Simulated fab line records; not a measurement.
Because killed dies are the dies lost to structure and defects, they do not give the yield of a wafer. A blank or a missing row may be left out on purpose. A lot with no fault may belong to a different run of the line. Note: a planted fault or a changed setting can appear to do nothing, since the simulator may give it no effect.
Which of the tools did it? + flow n5 finfet + 36 wafers from 12 lots sampled at 2 of the route's 1938 steps

WHAT EACH GAUGE READ, for each wafer
N5_BEOL_M12_CD_MEAS_17: target cd 140 nm.
| lot  | measured     | on        | cd nm (nm)        |
|------|--------------|-----------|-------------------|
| L076 | day 10 15:25 | cd sem-02 | 138.6 143.2 141.7 |
| L077 | day 10 21:49 | cd sem-02 | 140.4 141.7 140.7 |
| L079 | day 12 04:30 | cd sem-02 | 138.7 141.5 141.6 |
| L081 | day 12 12:25 | cd sem-03 | 140.7 141.2 139.6 |
| L083 | day 12 22:38 | cd sem-02 | 140.6 142.3 140.2 |
| L085 | day 13 18:06 | cd sem-01 | 145.8 141.1 142.2 |
| L089 | day 14 05:56 | cd sem-01 | 139.0 136.1 139.5 |
| L088 | day 15 00:34 | cd sem-01 | 143.9 145.2 142.7 |
| L092 | day 15 07:16 | cd sem-01 | 143.8 143.4 144.0 |
| L093 | day 16 04:26 | cd sem-02 | 137.6 142.0 141.2 |
| L097 | day 16 12:03 | cd sem-02 | 139.4 142.3 141.4 |
| L096 | day 16 17:20 | cd sem-01 | 142.6 143.8 145.0 |

WHAT TOOL EACH LOT RAN ON (gives the tool, then ch and the chambers of the sampled wafers, and finally the start)
| lot  | N5_BEOL_M12_ETCH_59                |
|------|------------------------------------|
| L076 | rie diel-05 ch 1,2,3, day 10 14:58 |
| L077 | rie diel-03 ch 0,1, day 10 21:21   |
| L079 | rie diel-04 ch 0,2, day 12 04:02   |
| L081 | rie diel-04 ch 0,1,3, day 12 11:58 |
| L083 | rie diel-04 ch 0,3, day 12 22:11   |
| L085 | rie diel-04 ch 1,2,3, day 13 17:38 |
| L089 | rie diel-03 ch 0,1,3, day 14 05:28 |
| L088 | rie diel-03 ch 1,3, day 15 00:06   |
| L092 | rie diel-05 ch 0,3, day 15 06:39   |
| L093 | rie diel-03 ch 0,1,2, day 16 03:59 |
| L097 | rie diel-03 ch 1,2,3, day 16 11:35 |
| L096 | rie diel-05 ch 0,1,3, day 16 16:53 |
- N5_BEOL_M12_ETCH_59: etches BARC in N2/H2, target depth 89 nm, overetch 26.7 nm, time 67.9 s.

THE ANSWER, worked out from the rows above alone
Rule: usual is defined by the lots themselves. The widest of any qualifying gaps counts: lots, ordered by their means at a reading, are off when they make up no more than a third of the lots, leave a main group of 4 or more, and stand apart from it by 3 or more times the standard deviation of that group's means. The tables above print the reading to a certain number of digits; a main group whose means all agree to those digits is not used. Also off: a lot with no number at a reading for which 4 or more lots have one. The other lots that the step has rows for count as sound.
No lot is off on any of the readings shown, so nothing can be concluded from this.

WHAT THE SIMULATOR PUT IN
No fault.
